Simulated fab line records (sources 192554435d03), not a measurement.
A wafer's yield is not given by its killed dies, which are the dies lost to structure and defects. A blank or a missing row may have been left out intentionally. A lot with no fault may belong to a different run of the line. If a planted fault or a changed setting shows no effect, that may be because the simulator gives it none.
A struck lot beside a sound one	flow n5 finfet	37 out of 1938 route steps
Sound: the wafers L337.1, L337.3, L337.4. The struck wafers were L330.4, L330.5, L330.6. The cause comes at the end.
At each step with rows: each side's tool, then ch and its chambers, then its first start. Under that, the readings that differ: sound wafers	struck wafers	difference of the means	sigmas: that difference in standard deviations of wafers without a fault.
alike: a reading whose means differ by less than 2 such deviations, as well as words and numbers matching on both sides. not compared: withheld readings; readings where some wafer has no value; bounds like >300 that might hide an equal value; numbers whose values overlap and for which the record gives no deviation.
Wherever a step has rows on one side only, a row that says differs or no value, or a row with sigmas, the two part there. When numbers do not overlap yet have no deviation, they are printed without sigmas and do not part them. A reading that every wafer of one side lacks parts them only if that side has two wafers or more.

first, 9 steps without rows for these wafers: N5_BEOL_M4_ANNEAL_95 (time 240 s); N5_BEOL_M4_SPUTTER_96 (material Cu, target thk 4.5 nm, time 8.29 s); N5_BEOL_M4_ECD_50 (material Cu, target thk 300 nm); N5_BEOL_M4_ANNEAL_51 (time 90 s); N5_BEOL_M4_CMP_52 (polishes, stops on SiOC, t overpolish 6.8 s, target thk 40 nm); N5_BEOL_M4_PRE_CLEAN_60 (time 15 s); N5_BEOL_M4_CO_CAP_55 (material Co, precursor CCTBA/H2, target thk 2 nm, time 102.1 s); N5_BEOL_M4_PRE_CLEAN_56 (time 15 s); N5_BEOL_M4_DEP_57 (deposits SiCN from 3MS/NH3, target thk 8 nm, time 14 s).
N5_BEOL_M4_RC_MEAS_101:
  sound on prober-02 ch 0, day 11 22:37; struck on prober-02 ch 0, day 10 17:59
  alike: DIBL_N, DIBL_P, IOFF_N, IOFF_P, ION_N, ION_P, SS_N, SS_P, VT_N, VT_P
then, 24 steps without rows for these wafers: N5_BEOL_M5_ILD_DEP_00 (deposits SiCOH lowk from DEMS/porogen, target thk 140.64 nm, time 25.9 s); N5_BEOL_M5_CURE_79 (cures SiCOH lowk, time 240 s); N5_BEOL_M5_PECVD_70 (deposits SiO2 from TEOS/O2, target thk 16 nm, time 18 s); N5_BEOL_M5_HM_DEP_02 (deposits TiN, target thk 20 nm); N5_BEOL_M5_COAT_59 (time 60 s, resist thk 60 nm); N5_BEOL_M5_COAT_60 (time 60 s, resist thk 12 nm); N5_BEOL_M5_COAT_71 (time 60 s, resist thk 5 nm); N5_BEOL_M5_COAT_05 (resist thk 30 nm); N5_BEOL_M5_EBR_07; N5_BEOL_M5_SOFTBAKE_06 (time 60 s); N5_BEOL_M5_EXPOSE_08 (exposes mask M5, target cd 28 nm); N5_BEOL_M5_PEB_09 (peb time 60 s); N5_BEOL_M5_DEVELOP_10 (develop time 30 s); N5_BEOL_M5_DESCUM_16 (chemistry O2, time 7 s); N5_BEOL_M5_ETCH_72 (etches underlayer in N2/H2, target depth 6.5 nm, time 5.2 s); N5_BEOL_M5_ETCH_61 (etches SiARC in CF4, target depth 15.6 nm, time 26 s); N5_BEOL_M5_ETCH_62 (etches SOC in N2/H2, target depth 75 nm, overetch 15 nm, time 112.5 s); N5_BEOL_M5_STRIP_63 (strips in N2/H2); N5_BEOL_M5_STRIP_73 (strips in N2/H2); N5_BEOL_M5_STRIP_64 (strips in CF4); N5_BEOL_M5_HM_OPEN_17 (chemistry Cl2/BCl3, target TiN, target depth 20 nm, overetch 6 nm); N5_BEOL_M5_STRIP_19 (strips in O2); N5_BEOL_M5_COAT_65 (time 60 s, resist thk 60 nm); N5_BEOL_M5_COAT_66 (time 60 s, resist thk 12 nm).
-- here the record skips 2 days between the struck wafers' starts before and after, leaving off in module BEOL_M5 and picking up in module BEOL_M11 (first step shown: number 1577 of the route) --
N5_BEOL_M11_STRIP_36: strips in N2/H2.
  sound on rie diel-05 ch 0,1,2, day 14 09:28; struck on rie diel-01 ch 0,1, day 13 05:22
  no value came back on the struck wafers for any of 9 readings (bias power w (W), chamber pressure mTorr (mTorr) and others); on the sound wafers bias power w (W) reads 7.004 7.011 6.963
reading	sound	struck	difference	sigmas
model.SOC_of_BEOL_M11_COAT_63.thk nm (nm)	0 0 0	91.8 92 92.2	+92.0	
N5_BEOL_M11_ETCH_41: etches SiCN in CH3F/O2, target depth 42.6 nm, time 86 s.
  sound on rie diel-05 ch 0,1,2; struck on rie diel-01 ch 0,1, day 13 05:26
reading	sound	struck	difference	sigmas
model.SOC_of_BEOL_M11_COAT_63.thk nm (nm)	0 0 0	65.2 65 65	+65.1	
  alike: bias w, drypump motor current A, oes product au, rf vpp V, showerhead plenum p Torr, throttle valve pct
  not compared: rf hours counter h
N5_PASSIVATION_PROBE_49:
  record: rows for the struck wafers here (prober-01, day 14 23:14), none for the sound ones

== WHERE THEY PART ==
At N5_BEOL_M11_STRIP_36 first; at N5_PASSIVATION_PROBE_49 last (within this record only).

WHY: the cause the simulator had injected
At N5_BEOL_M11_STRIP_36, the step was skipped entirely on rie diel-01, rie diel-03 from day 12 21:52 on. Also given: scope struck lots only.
